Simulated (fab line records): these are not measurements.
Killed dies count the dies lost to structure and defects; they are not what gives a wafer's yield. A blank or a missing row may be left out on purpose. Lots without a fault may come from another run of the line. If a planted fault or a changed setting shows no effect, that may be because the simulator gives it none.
Chamber matching    flow nand harc    3 sister chambers for NHARC_A_CONTACT_DEP_24 on pecvd-03
The step deposits SiO2, target thk 500 nm. 14 wafers are shown with their chamber, then 7 later ones without.

== WAFERS, EACH WITH ITS CHAMBER ==
wafer   chamber  heater power w (W)  throttle valve pct (%)
L708.1  1        478                 16.5
L708.5  0        648                 16.4
L708.6  2        476                 15.6
L709.1  2        431                 15.6
L709.4  1        356                 16.2
L709.6  0        770                 16.7
L715.3  0        737                 16.7
L715.5  2        413                 15.8
L715.6  1        431                 16.6
L713.1  0        720                 16.4
L713.2  2        443                 16.1
L713.4  2        460                 15.6
L720.1  2        387                 15.6
L720.2  1        478                 16.6

SIGNATURES, as means of the wafers listed above
reading             chamber 0  chamber 1  chamber 2  scatter within a chamber
heater power w      718.75     435.75     435.00     45.8
throttle valve pct  16.550     16.475     15.717     0.192
Rule: distance of a wafer from a chamber = root of the sum over the readings of ((wafer's reading minus chamber's mean) / reading's scatter) squared. If the next closest chamber is less than 2 further off than the closest, the wafer can't be placed; otherwise it belongs to the closest. How the scatter is found: for the shown wafers, subtract from each reading the mean of its chamber, square and add these, divide the total by (wafers less chambers), then take the root.

== WAFERS WITHOUT THEIR CHAMBER ==
wafer   heater power w (W)  throttle valve pct (%)
L720.5  356                 16.8
L721.1  472                 16.0
L721.2  789                 16.5
L721.4  801                 16.6
L728.1  461                 16.5
L728.3  751                 16.4
L728.6  765                 16.6

== WHICH CHAMBER EACH ONE RAN IN ==
wafer   from the rows above      in truth
L720.5  1                        1
L721.1  can't be placed: 2 or 1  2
L721.2  0                        0
L721.4  0                        0
L728.1  1                        1
L728.3  0                        0
L728.6  0                        0
Placed correctly: 6 of 7. From these rows, 1 cannot be placed; in 1 the true chamber is one of the candidates. Number placed wrongly: 0.
